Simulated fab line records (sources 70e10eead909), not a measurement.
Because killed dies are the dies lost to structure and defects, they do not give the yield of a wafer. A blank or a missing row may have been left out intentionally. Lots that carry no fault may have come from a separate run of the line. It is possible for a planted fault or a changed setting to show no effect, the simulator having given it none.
What tool caused it? | flow nand-harc | 12 lots with 36 wafers sampled at 6 steps, on a route of 1159 steps

## WHAT THE GAUGES READ, wafer by wafer
NHARC_A_ONON_D1_THK_MEAS_14: measures by ellipsometry. Usual: thk-nm 1000 nm, standard deviation 8.6.
lot  | measured     | on            | thk-nm (nm)    | flag
L410 | day 7 17:04  | film-metro-01 | 1003 1002 1001 |
L411 | day 7 22:23  | film-metro-01 | 989 989 989    |
L412 | day 7 22:24  | film-metro-02 | 1006 1004 1005 |
L417 | day 9 21:46  | film-metro-02 | 999 1000 1000  |
L419 | day 9 21:36  | film-metro-02 | 1009 1007 1008 |
L423 | day 10 18:16 | film-metro-02 | 1004 1006 1004 |
L425 | day 11 09:49 | film-metro-01 | 988 989 988    |
L426 | day 11 18:32 | film-metro-01 | 998 999 998    |
L427 | day 12 02:37 | film-metro-01 | 1009 1008 1011 |
L430 | day 12 09:22 | film-metro-01 | 995 995 995    |
L431 | day 12 19:02 | film-metro-01 | 987 988 989    |
L432 | day 13 01:14 | film-metro-02 | 1009 1007 1010 |

NHARC_A_CHANNEL_HOLE_D1_INSPECT_40. Usual: raw-defect-count 65, standard deviation 16.
lot  | measured     | on                | raw-defect-count | flag
L410 | day 8 16:11  | defect-inspect-02 | 81 78 86         |
L411 | day 8 22:34  | defect-inspect-02 | 53 71 95         |
L412 | day 8 22:00  | defect-inspect-01 | 51 36 66         |
L417 | day 10 23:49 | defect-inspect-02 | 38 64 54         |
L419 | day 10 22:10 | defect-inspect-01 | 779 75 70        | OFF
L423 | day 11 15:52 | defect-inspect-01 | 791 73 86        | OFF
L425 | day 12 08:43 | defect-inspect-02 | 58 63 58         |
L426 | day 12 14:25 | defect-inspect-01 | 66 52 71         |
L427 | day 12 23:16 | defect-inspect-02 | 85 87 78         |
L430 | day 13 05:13 | defect-inspect-02 | 78 89 69         |
L431 | day 13 18:47 | defect-inspect-01 | 98 96 72         |
L432 | day 14 01:07 | defect-inspect-01 | 75 55 52         |

NHARC_END_SORT_01. Usual: killed-at-array 27, standard deviation 12; killed-at-other 0.9, standard deviation 1.1; killed-at-periphery 3.2, standard deviation 2.4; killed-dies 31, standard deviation 12; killed-open 3.3, standard deviation 1.7; killed-short 2.0, standard deviation 1.6.
lot  | measured     | on        | killed-at-array | killed-at-other | killed-at-periphery | killed-dies | killed-open | killed-short | flag
L419 | day 24 19:25 | prober-01 | 82 22 23        | 1 1 2           | 4 6 3               | 87 29 28    | 2 6 2       | 1 1 5        |
L423 | day 25 03:07 | prober-01 | 92 30 24        | 1 0 1           | 1 0 0               | 94 30 25    | 3 5 3       | 1 1 3        |

## EACH LOT AND THE TOOL THAT RAN IT (in order: tool; ch and the chambers of the sampled wafers; start)
lot  | NHARC_A_ZERO_WELL_RTA_16         | NHARC_A_CHANNEL_HOLE_D1_ETCH_16               | NHARC_A_CHANNEL_HOLE_D1_STRIP_41
L410 | rtp-anneal-02 ch 0, day 6 15:09  | rie-diel-09 ch 0,1, day 8 14:50 or earlier    | rie-diel-05 ch 0,1, day 8 14:50
L411 | rtp-anneal-01 ch 0, day 7 00:18  | rie-diel-09 ch 0,1,3, day 8 21:22 or earlier  | rie-diel-06 ch 0,3, day 8 21:22
L412 | rtp-anneal-02 ch 0, day 7 00:45  | rie-diel-06 ch 0,1,2, day 8 20:47 or earlier  | rie-diel-05 ch 1,2, day 8 20:47
L417 | rtp-anneal-02 ch 0, day 8 18:27  | rie-diel-06 ch 0,1,3, day 10 22:35 or earlier | rie-diel-09 ch 0,1, day 10 22:35
L419 | rtp-anneal-01 ch 0, day 9 00:08  | rie-diel-09 ch 0,3, day 10 20:54 or earlier   | rie-diel-05 ch 1,2,3, day 10 20:54
L423 | rtp-anneal-02 ch 0, day 9 18:53  | rie-diel-09 ch 1,2, day 11 14:40 or earlier   | rie-diel-05 ch 0,1,3, day 11 14:40
L425 | rtp-anneal-02 ch 0, day 10 09:49 | rie-diel-09 ch 1,2, day 12 07:31 or earlier   | rie-diel-06 ch 0,1,2, day 12 07:31
L426 | rtp-anneal-01 ch 0, day 10 18:39 | rie-diel-05 ch 0,2,3, day 12 13:13 or earlier | rie-diel-09 ch 0,1, day 12 13:13
L427 | rtp-anneal-02 ch 0, day 11 03:32 | rie-diel-09 ch 2,3, day 12 22:05 or earlier   | rie-diel-06 ch 1,2,3, day 12 22:05
L430 | rtp-anneal-01 ch 0, day 11 08:38 | rie-diel-05 ch 0,2, day 13 04:00 or earlier   | rie-diel-09 ch 0,2,3, day 13 04:00
L431 | rtp-anneal-01 ch 0, day 11 19:45 | rie-diel-09 ch 0,2,3, day 13 17:36 or earlier | rie-diel-06 ch 1,2,3, day 13 17:36
L432 | rtp-anneal-01 ch 0, day 12 01:38 | rie-diel-05 ch 0,3, day 13 23:27 or earlier   | rie-diel-09 ch 2,3, day 13 23:27
- NHARC_A_ZERO_WELL_RTA_16: time 10 s.
- NHARC_A_CHANNEL_HOLE_D1_ETCH_16: etches the open film in O2/COS, target depth 3100 nm, time 806 s.
- NHARC_A_CHANNEL_HOLE_D1_STRIP_41: strips in N2/H2.

## AS READ BY THE TOOLS THEMSELVES (means over the sampled wafers that have a number; for cases with no such wafer, the mark the record gives instead)
NHARC_A_ZERO_WELL_RTA_16. Usual: lamp-power-pct 29 %, standard deviation 3; wafer_temp_C_max 1004.2, standard deviation 1.5.
lot  | tool          | lamp-power-pct (%) | wafer_temp_C_max | flag
L410 | rtp-anneal-02 | 26                 | 1002.2           |
L411 | rtp-anneal-01 | 32                 | 1006.7           |
L412 | rtp-anneal-02 | 26                 | 1003.6           |
L417 | rtp-anneal-02 | 26                 | 1002.5           |
L419 | rtp-anneal-01 | 32                 | 1005.1           |
L423 | rtp-anneal-02 | 26                 | 1003.4           |
L425 | rtp-anneal-02 | 26                 | 1003.1           |
L426 | rtp-anneal-01 | 32                 | 1005.3           |
L427 | rtp-anneal-02 | 26                 | 1003.0           |
L430 | rtp-anneal-01 | 32                 | 1005.8           |
L431 | rtp-anneal-01 | 32                 | 1005.0           |
L432 | rtp-anneal-01 | 32                 | 1004.7           |

NHARC_A_CHANNEL_HOLE_D1_ETCH_16. Usual: for chamber-pressure-mTorr, 20.000 mTorr with a standard deviation of 0.019; for drypump-motor-current-A, 5.9 A with a standard deviation of 0.49; for mfc-ar-sccm, 0.005 sccm with a standard deviation of 0.0099; for oes-product-au, 0.996 a.u. with a standard deviation of 0.012; for rf-vpp-V, 315.2 V with a standard deviation of 2.1; for showerhead-plenum-p-Torr, 3.20 Torr with a standard deviation of 0.12; for throttle-valve-pct, 28.330 % with a standard deviation of 0.01.
lot  | tool        | chamber-pressure-mTorr (mTorr) | drypump-motor-current-A (A) | mfc-ar-sccm (sccm) | oes-product-au (a.u.) | rf-vpp-V (V) | showerhead-plenum-p-Torr (Torr) | throttle-valve-pct (%) | flag
L410 | rie-diel-09 | 20.013                         | 6.1                         | 0.000              | 0.981                 | 316.3        | 3.24                            | 28.333                 |
L411 | rie-diel-09 | 20.002                         | 5.8                         | 0.000              | 0.998                 | 316.2        | 3.26                            | 28.337                 |
L412 | rie-diel-06 | 19.999                         | 6.0                         | 0.013              | 0.994                 | 313.8        | 3.08                            | 28.330                 |
L417 | rie-diel-06 | 19.986                         | 6.1                         | 0.014              | 0.996                 | 312.4        | 3.01                            | 28.328                 |
L419 | rie-diel-09 | 19.985                         | 5.4                         | 0.000              | 0.996                 | 316.3        | 3.26                            | 28.323                 |
L423 | rie-diel-09 | 19.990                         | 6.5                         | 0.000              | 0.990                 | 315.4        | 3.25                            | 28.335                 |
L425 | rie-diel-09 | 19.999                         | 6.3                         | 0.000              | 0.991                 | 316.4        | 3.27                            | 28.327                 |
L426 | rie-diel-05 | 19.995                         | 5.6                         | 0.011              | 1.007                 | 314.5        | 3.15                            | 28.340                 |
L427 | rie-diel-09 | 20.008                         | 5.7                         | 0.000              | 0.986                 | 316.4        | 3.29                            | 28.327                 |
L430 | rie-diel-05 | 19.999                         | 5.9                         | 0.022              | 1.014                 | 312.9        | 3.05                            | 28.330                 |
L431 | rie-diel-09 | 20.006                         | 5.7                         | 0.000              | 0.992                 | 316.2        | 3.28                            | 28.337                 |
L432 | rie-diel-05 | 20.017                         | 5.4                         | 0.022              | 1.006                 | 312.4        | 3.06                            | 28.335                 |

## THE ANSWER, worked out from the rows above alone
Rule: take the mean of a lot's wafers that have a number; if it is more than 3 standard deviations from the usual mean, the lot is off. Also off: a lot with no number at a reading for which 4 or more lots have one. Any other lot the step has rows for is counted as sound. After the gauges, taken in route order, come the tools' own readings; for these a lot's mean is taken, as printed above. At the first step where some lot is off, the reading lying furthest off is the one used; lots without a number count as furthest.
Off, at NHARC_A_CHANNEL_HOLE_D1_INSPECT_40 on raw-defect-count: L419, L423.
If a tool, at a process step before that reading, ran all the lots that are off and no sound lot after the first of them, it fits. Gauges at NHARC_A_CHANNEL_HOLE_D1_INSPECT_40: tried the same way as those tools. With no start given for some of its lots, NHARC_A_CHANNEL_HOLE_D1_ETCH_16 uses the hours and lot order of NHARC_A_CHANNEL_HOLE_D1_STRIP_41. One candidate fits, namely rie-diel-05 at NHARC_A_CHANNEL_HOLE_D1_STRIP_41. Its last sound lot is L412 (day 8 20:47), its first lot that is off L419 (day 10 20:54): a fault that began between those two fits.

## WHAT HAD BEEN PUT IN BY THE SIMULATOR
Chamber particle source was rie-diel-05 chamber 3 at NHARC_A_CHANNEL_HOLE_D1_STRIP_41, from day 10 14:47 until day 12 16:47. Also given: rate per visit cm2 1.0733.
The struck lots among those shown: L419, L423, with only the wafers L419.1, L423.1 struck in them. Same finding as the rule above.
